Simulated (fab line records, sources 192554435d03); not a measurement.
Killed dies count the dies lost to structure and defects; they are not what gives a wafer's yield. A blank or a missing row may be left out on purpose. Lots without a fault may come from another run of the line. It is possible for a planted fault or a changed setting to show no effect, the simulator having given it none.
Problem report in the 8D (eight disciplines) form, filled by code -- flow n5Finfet -- the parts of the form that need people (team, actions taken, sign-off) are left out
Where a reading is given only as a bound, like >300, the bound stands for it, and a mean or a difference that rests on one is marked > or <: the true number lies beyond.

== 1. WHAT WENT WRONG ==
rawDefectCount at N5_HKMG_FIN_INSPECT_14 reads a mean of >300 on 9 wafers of 3 lots; wafers without a fault read 2.2 with a standard deviation of 1.7. So: +99 or more standard deviations from the usual mean.
The step: inspects for defects (macro).
Earliest sighting: wafer L325.3 on defectInspect-01 at day 6 02:02. The record has a number at this step for 33 wafers belonging to 11 lots. By rule, "out" or "out of limits" means more than 4 standard deviations away from the usual mean. The rest of the wafers with a number are treated as sound.

== 2. WHAT IT IS AND WHAT IT IS NOT ==
question,is,is not
which readings at this step,rawDefectCount,-
which lots,"L325, L327, L328","L318, L319, L320, L332, L333, L337, L338, L341"
which wafers of those lots,all that have a number,-
read on which gauges,"defectInspect-01, defectInspect-02",-
when,from day 6 02:02,"up to then (9 sound wafers); but 15 sound wafers of L332, L333, L337, L338, L341 came after"

== 3. THE SUSPECTS, EACH WITH WHAT RULES IT OUT ==
Counting: any tool at a process step up to the reading is kept as a suspect provided that every lot that is out went through it and no sound lot did after the first of them.
- ruled out: the gauge at N5_HKMG_FIN_INSPECT_14. Those wafers that are out were read across 2 gauges (defectInspect-01, defectInspect-02).
- wetBench-05 at N5_HKMG_FIN_WET_ETCH_78 (etches Al2O3 in dNH4OH, stops on La2O3, target depth 4.5 nm, rinse time 30 s): kept. Every lot that is out went through it, starting with L325 (day 5 23:59), and after that it ran no sound lot; the last sound lot it ran before then is L320 (day 4 16:22).
After counting, what remains is wetBench-05 at N5_HKMG_FIN_WET_ETCH_78.

== 4. THE CAUSE (what the simulator had put in) ==
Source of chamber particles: wetBench-05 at N5_HKMG_FIN_WET_ETCH_78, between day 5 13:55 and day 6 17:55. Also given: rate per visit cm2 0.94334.
Counting left only this tool.

== 5. THE CHAIN OF EFFECTS, in route order ==
Rows list readings where the struck wafers' mean (over those with a number) sits beyond 3 standard deviations from the usual. Readings are gone through only where the record gives a usual standard deviation; hours: the median, over the lots, of the time from a lot's start at the first step in this table giving one to that lot's start at this step; sigmas: the change measured in usual standard deviations.
hours,step,reading,usual,on struck wafers,change,sigmas
0,N5_HKMG_FIN_INSPECT_14,rawDefectCount,2.2,>300,>+298,+99 or more
195,N5_PASSIVATION_PROBE_49,killedAtFrontEnd,40,138,+98,+8.9
195,N5_PASSIVATION_PROBE_49,killedDies,105,202,+97,+5.7
Here are the process steps it includes:
- N5_PASSIVATION_PROBE_49

== 6. WHAT WOULD HAVE CAUGHT IT SOONER ==
In this record the first reading out of limits at a measuring or inspecting step was taken at day 6 02:02, 12 hours after the fault began at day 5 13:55.
Among the 3 lots that are out, L327, L328 began N5_HKMG_FIN_WET_ETCH_78 on wetBench-05 after day 6 02:02. A hold on the tool at that time would have spared those 2.
